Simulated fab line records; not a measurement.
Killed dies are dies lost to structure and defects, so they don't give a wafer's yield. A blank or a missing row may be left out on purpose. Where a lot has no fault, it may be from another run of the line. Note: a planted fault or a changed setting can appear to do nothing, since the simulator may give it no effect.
The tool behind it: which one? / flow n5 finfet / 14 lots, 42 wafers sampled, at 5 steps of a route of 1938

## WHAT EACH GAUGE READ, for each wafer
N5_BEOL_M12_CD_MEAS_17: the cd target is 140 nm. Usual: cd nm 140.2 nm, standard deviation 1.5.
lot=L822; measured=day 11 15:11; on=cd sem-01; cd nm (nm)=140.0 139.7 139.0; flag=
lot=L823; measured=day 11 23:58; on=cd sem-01; cd nm (nm)=137.9 139.8 139.9; flag=
lot=L826; measured=day 12 05:40; on=cd sem-03; cd nm (nm)=- - -; flag=OFF
lot=L824; measured=day 12 15:13; on=cd sem-01; cd nm (nm)=- - -; flag=OFF
lot=L825; measured=day 13 02:34; on=cd sem-01; cd nm (nm)=140.2 141.5 139.4; flag=
lot=L828; measured=day 13 23:20; on=cd sem-02; cd nm (nm)=139.3 139.9 142.0; flag=
lot=L830; measured=day 15 02:34; on=cd sem-01; cd nm (nm)=139.1 139.6 138.8; flag=
lot=L835; measured=day 15 07:48; on=cd sem-01; cd nm (nm)=141.0 140.9 140.7; flag=
lot=L834; measured=day 15 11:02; on=cd sem-01; cd nm (nm)=140.8 143.3 140.6; flag=
lot=L836; measured=day 15 12:04; on=cd sem-02; cd nm (nm)=137.9 138.7 141.7; flag=
lot=L838; measured=day 16 10:52; on=cd sem-02; cd nm (nm)=140.4 137.9 138.7; flag=
lot=L840; measured=day 16 16:24; on=cd sem-01; cd nm (nm)=142.3 138.3 140.4; flag=
lot=L842; measured=day 16 21:41; on=cd sem-02; cd nm (nm)=139.5 137.4 141.2; flag=
lot=L844; measured=day 18 02:42; on=cd sem-03; cd nm (nm)=140.3 142.9 141.6; flag=

N5_BEOL_M12_INSPECT_30: inspects for defects (macro). Usual: raw defect count 2.1, standard deviation 1.5.
lot=L822; measured=day 11 15:34; on=defect inspect-02; raw defect count=3 2 1; flag=
lot=L823; measured=day 12 00:29; on=defect inspect-02; raw defect count=0 0 3; flag=
lot=L825; measured=day 13 02:56; on=defect inspect-01; raw defect count=2 2 2; flag=
lot=L828; measured=day 13 23:51; on=defect inspect-01; raw defect count=2 3 2; flag=
lot=L830; measured=day 15 02:57; on=defect inspect-01; raw defect count=1 0 3; flag=
lot=L835; measured=day 15 08:11; on=defect inspect-01; raw defect count=2 0 3; flag=
lot=L834; measured=day 15 11:25; on=defect inspect-02; raw defect count=2 2 0; flag=
lot=L836; measured=day 15 12:27; on=defect inspect-02; raw defect count=2 2 5; flag=
lot=L838; measured=day 16 11:15; on=defect inspect-02; raw defect count=2 0 3; flag=
lot=L840; measured=day 16 16:54; on=defect inspect-02; raw defect count=2 2 2; flag=
lot=L842; measured=day 16 22:04; on=defect inspect-02; raw defect count=2 2 5; flag=
lot=L844; measured=day 18 03:05; on=defect inspect-01; raw defect count=0 3 4; flag=

## TOOL THAT RAN EACH LOT (tool first, then ch and the chambers of the sampled wafers, then the start)
lot=L822; N5_BEOL_M12_DESCUM_15=rie diel-02 ch 0,3, day 11 14:41; N5_BEOL_M12_VIA_ETCH_16=rie diel-02 ch 0,3, day 11 14:47; N5_BEOL_M12_STRIP_63=plasma asher-01 ch 0,1, day 11 14:59
lot=L823; N5_BEOL_M12_DESCUM_15=rie diel-02 ch 0,1,2, day 11 23:29; N5_BEOL_M12_VIA_ETCH_16=rie diel-02 ch 0,1,2, day 11 23:34; N5_BEOL_M12_STRIP_63=plasma asher-02 ch 0,1, day 11 23:46
lot=L826; N5_BEOL_M12_DESCUM_15=rie diel-02 ch 1,2,3, day 12 05:10; N5_BEOL_M12_VIA_ETCH_16=rie diel-02 ch 1,2,3, day 12 05:15; N5_BEOL_M12_STRIP_63=plasma asher-01 ch 0,1, day 12 05:28
lot=L824; N5_BEOL_M12_DESCUM_15=rie diel-04 ch 0,3, day 12 14:44; N5_BEOL_M12_VIA_ETCH_16=rie diel-04 ch 0,3, day 12 14:49; N5_BEOL_M12_STRIP_63=plasma asher-01 ch 0,1, day 12 15:01
lot=L825; N5_BEOL_M12_DESCUM_15=rie diel-02 ch 0,2,3, day 13 02:01; N5_BEOL_M12_VIA_ETCH_16=rie diel-02 ch 0,2,3, day 13 02:06; N5_BEOL_M12_STRIP_63=plasma asher-02 ch 0,1, day 13 02:18
lot=L828; N5_BEOL_M12_DESCUM_15=rie diel-05 ch 0,1, day 13 22:51; N5_BEOL_M12_VIA_ETCH_16=rie diel-05 ch 0,1, day 13 22:56; N5_BEOL_M12_STRIP_63=plasma asher-01 ch 0,1, day 13 23:08
lot=L830; N5_BEOL_M12_DESCUM_15=rie diel-05 ch 0,1,2, day 15 02:04; N5_BEOL_M12_VIA_ETCH_16=rie diel-05 ch 0,1,2, day 15 02:10; N5_BEOL_M12_STRIP_63=plasma asher-01 ch 0,1, day 15 02:22
lot=L835; N5_BEOL_M12_DESCUM_15=rie diel-04 ch 1,2,3, day 15 07:18; N5_BEOL_M12_VIA_ETCH_16=rie diel-04 ch 1,2,3, day 15 07:23; N5_BEOL_M12_STRIP_63=plasma asher-01 ch 0,1, day 15 07:35
lot=L834; N5_BEOL_M12_DESCUM_15=rie diel-02 ch 1,2,3, day 15 10:32; N5_BEOL_M12_VIA_ETCH_16=rie diel-02 ch 1,2,3, day 15 10:37; N5_BEOL_M12_STRIP_63=plasma asher-02 ch 0,1, day 15 10:49
lot=L836; N5_BEOL_M12_DESCUM_15=rie diel-02 ch 1,3, day 15 11:35; N5_BEOL_M12_VIA_ETCH_16=rie diel-02 ch 1,3, day 15 11:40; N5_BEOL_M12_STRIP_63=plasma asher-01 ch 0,1, day 15 11:52
lot=L838; N5_BEOL_M12_DESCUM_15=rie diel-05 ch 0,2, day 16 10:22; N5_BEOL_M12_VIA_ETCH_16=rie diel-05 ch 0,2, day 16 10:28; N5_BEOL_M12_STRIP_63=plasma asher-02 ch 0,1, day 16 10:41
lot=L840; N5_BEOL_M12_DESCUM_15=rie diel-05 ch 0,1,3, day 16 15:54; N5_BEOL_M12_VIA_ETCH_16=rie diel-05 ch 0,1,3, day 16 15:59; N5_BEOL_M12_STRIP_63=plasma asher-01 ch 0,1, day 16 16:13
lot=L842; N5_BEOL_M12_DESCUM_15=rie diel-02 ch 0,1, day 16 21:11; N5_BEOL_M12_VIA_ETCH_16=rie diel-02 ch 0,1, day 16 21:16; N5_BEOL_M12_STRIP_63=plasma asher-01 ch 0,1, day 16 21:28
lot=L844; N5_BEOL_M12_DESCUM_15=rie diel-02 ch 0,2, day 18 02:13; N5_BEOL_M12_VIA_ETCH_16=rie diel-02 ch 0,2, day 18 02:17; N5_BEOL_M12_STRIP_63=plasma asher-01 ch 0,1, day 18 02:29
- N5_BEOL_M12_DESCUM_15: chemistry O2, time 7.9 s.
- N5_BEOL_M12_VIA_ETCH_16: etches SiOC in C4F8/O2/Ar, target depth 724.8 nm.
- N5_BEOL_M12_STRIP_63: strips in N2/H2.

## WHAT THE TOOLS THEMSELVES READ (means of the sampled wafers that have a number; where no wafer has one, the mark that the record gives instead)
N5_BEOL_M12_DESCUM_15. Usual: drypump motor current A 5.9 A, standard deviation 0.39; oes product au 0.80 a.u., standard deviation 0.08; rf vpp V 243.6 V, standard deviation 1.6; showerhead plenum p Torr 2.12 Torr, standard deviation 0.099; throttle valve pct 20.33 %, standard deviation 0.15.
lot=L822; tool=rie diel-02; drypump motor current A (A)=5.5; oes product au (a.u.)=0.79; rf vpp V (V)=244.2; showerhead plenum p Torr (Torr)=2.19; throttle valve pct (%)=20.22; flag=
lot=L823; tool=rie diel-02; drypump motor current A (A)=5.7; oes product au (a.u.)=0.84; rf vpp V (V)=244.1; showerhead plenum p Torr (Torr)=2.15; throttle valve pct (%)=20.26; flag=
lot=L826; tool=rie diel-02; drypump motor current A (A)=5.9; oes product au (a.u.)=0.80; rf vpp V (V)=243.7; showerhead plenum p Torr (Torr)=2.13; throttle valve pct (%)=20.29; flag=
lot=L824; tool=rie diel-04; drypump motor current A (A)=6.3; oes product au (a.u.)=0.80; rf vpp V (V)=244.4; showerhead plenum p Torr (Torr)=2.17; throttle valve pct (%)=20.32; flag=
lot=L825; tool=rie diel-02; drypump motor current A (A)=5.9; oes product au (a.u.)=0.81; rf vpp V (V)=244.4; showerhead plenum p Torr (Torr)=2.13; throttle valve pct (%)=20.24; flag=
lot=L828; tool=rie diel-05; drypump motor current A (A)=5.4; oes product au (a.u.)=0.73; rf vpp V (V)=240.7; showerhead plenum p Torr (Torr)=1.99; throttle valve pct (%)=20.48; flag=
lot=L830; tool=rie diel-05; drypump motor current A (A)=5.6; oes product au (a.u.)=0.76; rf vpp V (V)=243.4; showerhead plenum p Torr (Torr)=2.09; throttle valve pct (%)=20.42; flag=
lot=L835; tool=rie diel-04; drypump motor current A (A)=6.1; oes product au (a.u.)=0.90; rf vpp V (V)=243.6; showerhead plenum p Torr (Torr)=2.10; throttle valve pct (%)=20.22; flag=
lot=L834; tool=rie diel-02; drypump motor current A (A)=5.9; oes product au (a.u.)=0.77; rf vpp V (V)=243.3; showerhead plenum p Torr (Torr)=2.12; throttle valve pct (%)=20.33; flag=
lot=L836; tool=rie diel-02; drypump motor current A (A)=5.6; oes product au (a.u.)=0.73; rf vpp V (V)=244.8; showerhead plenum p Torr (Torr)=2.17; throttle valve pct (%)=20.38; flag=
lot=L838; tool=rie diel-05; drypump motor current A (A)=5.6; oes product au (a.u.)=0.74; rf vpp V (V)=244.6; showerhead plenum p Torr (Torr)=2.17; throttle valve pct (%)=20.35; flag=
lot=L840; tool=rie diel-05; drypump motor current A (A)=5.7; oes product au (a.u.)=0.76; rf vpp V (V)=243.1; showerhead plenum p Torr (Torr)=2.06; throttle valve pct (%)=20.42; flag=
lot=L842; tool=rie diel-02; drypump motor current A (A)=5.4; oes product au (a.u.)=0.76; rf vpp V (V)=244.0; showerhead plenum p Torr (Torr)=2.18; throttle valve pct (%)=20.38; flag=
lot=L844; tool=rie diel-02; drypump motor current A (A)=5.7; oes product au (a.u.)=0.78; rf vpp V (V)=243.6; showerhead plenum p Torr (Torr)=2.14; throttle valve pct (%)=20.29; flag=

N5_BEOL_M12_VIA_ETCH_16. Usual: C4F8_flow_sccm 14.99 sccm, standard deviation 0.047; O2_flow_sccm 7.999 sccm, standard deviation 0.022; drypump motor current A 5.9 A, standard deviation 0.39; oes product au 0.72 a.u., standard deviation 0.071; rf vpp V 666 V, standard deviation 4.2; showerhead plenum p Torr 3.46 Torr, standard deviation 0.15; throttle valve pct 24.09 %, standard deviation 0.19.
lot=L822; tool=rie diel-02; C4F8_flow_sccm (sccm)=15.00; O2_flow_sccm (sccm)=7.985; drypump motor current A (A)=5.5; oes product au (a.u.)=0.71; rf vpp V (V)=669; showerhead plenum p Torr (Torr)=3.56; throttle valve pct (%)=23.95; flag=
lot=L823; tool=rie diel-02; C4F8_flow_sccm (sccm)=15.01; O2_flow_sccm (sccm)=7.998; drypump motor current A (A)=5.7; oes product au (a.u.)=0.76; rf vpp V (V)=669; showerhead plenum p Torr (Torr)=3.50; throttle valve pct (%)=24.06; flag=
lot=L826; tool=rie diel-02; C4F8_flow_sccm (sccm)=-; O2_flow_sccm (sccm)=-; drypump motor current A (A)=-; oes product au (a.u.)=-; rf vpp V (V)=-; showerhead plenum p Torr (Torr)=-; throttle valve pct (%)=-; flag=OFF
lot=L824; tool=rie diel-04; C4F8_flow_sccm (sccm)=-; O2_flow_sccm (sccm)=-; drypump motor current A (A)=-; oes product au (a.u.)=-; rf vpp V (V)=-; showerhead plenum p Torr (Torr)=-; throttle valve pct (%)=-; flag=OFF
lot=L825; tool=rie diel-02; C4F8_flow_sccm (sccm)=14.98; O2_flow_sccm (sccm)=7.997; drypump motor current A (A)=5.9; oes product au (a.u.)=0.73; rf vpp V (V)=667; showerhead plenum p Torr (Torr)=3.47; throttle valve pct (%)=23.96; flag=
lot=L828; tool=rie diel-05; C4F8_flow_sccm (sccm)=14.99; O2_flow_sccm (sccm)=8.005; drypump motor current A (A)=5.5; oes product au (a.u.)=0.65; rf vpp V (V)=661; showerhead plenum p Torr (Torr)=3.27; throttle valve pct (%)=24.29; flag=
lot=L830; tool=rie diel-05; C4F8_flow_sccm (sccm)=14.98; O2_flow_sccm (sccm)=8.009; drypump motor current A (A)=5.6; oes product au (a.u.)=0.68; rf vpp V (V)=665; showerhead plenum p Torr (Torr)=3.42; throttle valve pct (%)=24.22; flag=
lot=L835; tool=rie diel-04; C4F8_flow_sccm (sccm)=14.99; O2_flow_sccm (sccm)=7.990; drypump motor current A (A)=6.1; oes product au (a.u.)=0.81; rf vpp V (V)=666; showerhead plenum p Torr (Torr)=3.42; throttle valve pct (%)=24.00; flag=
lot=L834; tool=rie diel-02; C4F8_flow_sccm (sccm)=15.04; O2_flow_sccm (sccm)=8.000; drypump motor current A (A)=5.9; oes product au (a.u.)=0.71; rf vpp V (V)=666; showerhead plenum p Torr (Torr)=3.46; throttle valve pct (%)=24.08; flag=
lot=L836; tool=rie diel-02; C4F8_flow_sccm (sccm)=15.03; O2_flow_sccm (sccm)=8.022; drypump motor current A (A)=5.6; oes product au (a.u.)=0.67; rf vpp V (V)=668; showerhead plenum p Torr (Torr)=3.54; throttle valve pct (%)=24.17; flag=
lot=L838; tool=rie diel-05; C4F8_flow_sccm (sccm)=14.95; O2_flow_sccm (sccm)=7.987; drypump motor current A (A)=5.6; oes product au (a.u.)=0.67; rf vpp V (V)=669; showerhead plenum p Torr (Torr)=3.53; throttle valve pct (%)=24.10; flag=
lot=L840; tool=rie diel-05; C4F8_flow_sccm (sccm)=15.02; O2_flow_sccm (sccm)=7.987; drypump motor current A (A)=5.8; oes product au (a.u.)=0.69; rf vpp V (V)=664; showerhead plenum p Torr (Torr)=3.37; throttle valve pct (%)=24.19; flag=
lot=L842; tool=rie diel-02; C4F8_flow_sccm (sccm)=15.01; O2_flow_sccm (sccm)=7.976; drypump motor current A (A)=5.4; oes product au (a.u.)=0.68; rf vpp V (V)=670; showerhead plenum p Torr (Torr)=3.56; throttle valve pct (%)=24.19; flag=
lot=L844; tool=rie diel-02; C4F8_flow_sccm (sccm)=15.01; O2_flow_sccm (sccm)=8.016; drypump motor current A (A)=5.7; oes product au (a.u.)=0.71; rf vpp V (V)=668; showerhead plenum p Torr (Torr)=3.48; throttle valve pct (%)=24.03; flag=

N5_BEOL_M12_STRIP_63. Usual: drypump motor current A 5.34 A, standard deviation 0.28; heater power w 349 W, standard deviation 17; oes product au 0.694 a.u., standard deviation 0.0044; strip time to endpoint s 42.7 s, standard deviation 0.81.
lot=L822; tool=plasma asher-01; drypump motor current A (A)=5.21; heater power w (W)=341; oes product au (a.u.)=0.698; strip time to endpoint s (s)=42.7; flag=
lot=L823; tool=plasma asher-02; drypump motor current A (A)=5.30; heater power w (W)=345; oes product au (a.u.)=0.695; strip time to endpoint s (s)=42.7; flag=
lot=L826; tool=plasma asher-01; drypump motor current A (A)=5.41; heater power w (W)=351; oes product au (a.u.)=0.859; strip time to endpoint s (s)=93.6; flag=OFF
lot=L824; tool=plasma asher-01; drypump motor current A (A)=5.41; heater power w (W)=352; oes product au (a.u.)=0.861; strip time to endpoint s (s)=92.4; flag=OFF
lot=L825; tool=plasma asher-02; drypump motor current A (A)=5.41; heater power w (W)=349; oes product au (a.u.)=0.689; strip time to endpoint s (s)=41.9; flag=
lot=L828; tool=plasma asher-01; drypump motor current A (A)=5.43; heater power w (W)=358; oes product au (a.u.)=0.694; strip time to endpoint s (s)=43.4; flag=
lot=L830; tool=plasma asher-01; drypump motor current A (A)=5.45; heater power w (W)=352; oes product au (a.u.)=0.687; strip time to endpoint s (s)=42.9; flag=
lot=L835; tool=plasma asher-01; drypump motor current A (A)=5.21; heater power w (W)=343; oes product au (a.u.)=0.697; strip time to endpoint s (s)=41.6; flag=
lot=L834; tool=plasma asher-02; drypump motor current A (A)=5.32; heater power w (W)=357; oes product au (a.u.)=0.693; strip time to endpoint s (s)=42.8; flag=
lot=L836; tool=plasma asher-01; drypump motor current A (A)=5.41; heater power w (W)=355; oes product au (a.u.)=0.696; strip time to endpoint s (s)=42.7; flag=
lot=L838; tool=plasma asher-02; drypump motor current A (A)=5.33; heater power w (W)=346; oes product au (a.u.)=0.694; strip time to endpoint s (s)=43.1; flag=
lot=L840; tool=plasma asher-01; drypump motor current A (A)=5.44; heater power w (W)=353; oes product au (a.u.)=0.695; strip time to endpoint s (s)=42.4; flag=
lot=L842; tool=plasma asher-01; drypump motor current A (A)=5.22; heater power w (W)=341; oes product au (a.u.)=0.692; strip time to endpoint s (s)=42.8; flag=
lot=L844; tool=plasma asher-01; drypump motor current A (A)=5.43; heater power w (W)=355; oes product au (a.u.)=0.696; strip time to endpoint s (s)=42.3; flag=

## THE ANSWER, worked out from the rows above alone
Rule: lot off if the mean of its wafers having a number is beyond 3 standard deviations from the usual mean. Also off: a lot with no number at a reading for which 4 or more lots have one. The other lots that the step has rows for count as sound. Order of review: gauges by route order, followed by the tools' own readings, for which a lot's mean as printed above is used. The first step at which some lot is off is used, and at that step the reading that is off furthest; a lot without a number counts as furthest.
Off: L826, L824 (N5_BEOL_M12_CD_MEAS_17, cd nm). Without a number there: L826, L824.
A tool fits if, at a process step before that reading, it ran every lot that is off, and no sound lot after the first of them. Not tried: the gauges at N5_BEOL_M12_CD_MEAS_17; whatever is off there is also off at N5_BEOL_M12_VIA_ETCH_16, on other tools, and gauge error can't account for it. None of those tried fits.

## WHAT THE SIMULATOR HAD PUT IN
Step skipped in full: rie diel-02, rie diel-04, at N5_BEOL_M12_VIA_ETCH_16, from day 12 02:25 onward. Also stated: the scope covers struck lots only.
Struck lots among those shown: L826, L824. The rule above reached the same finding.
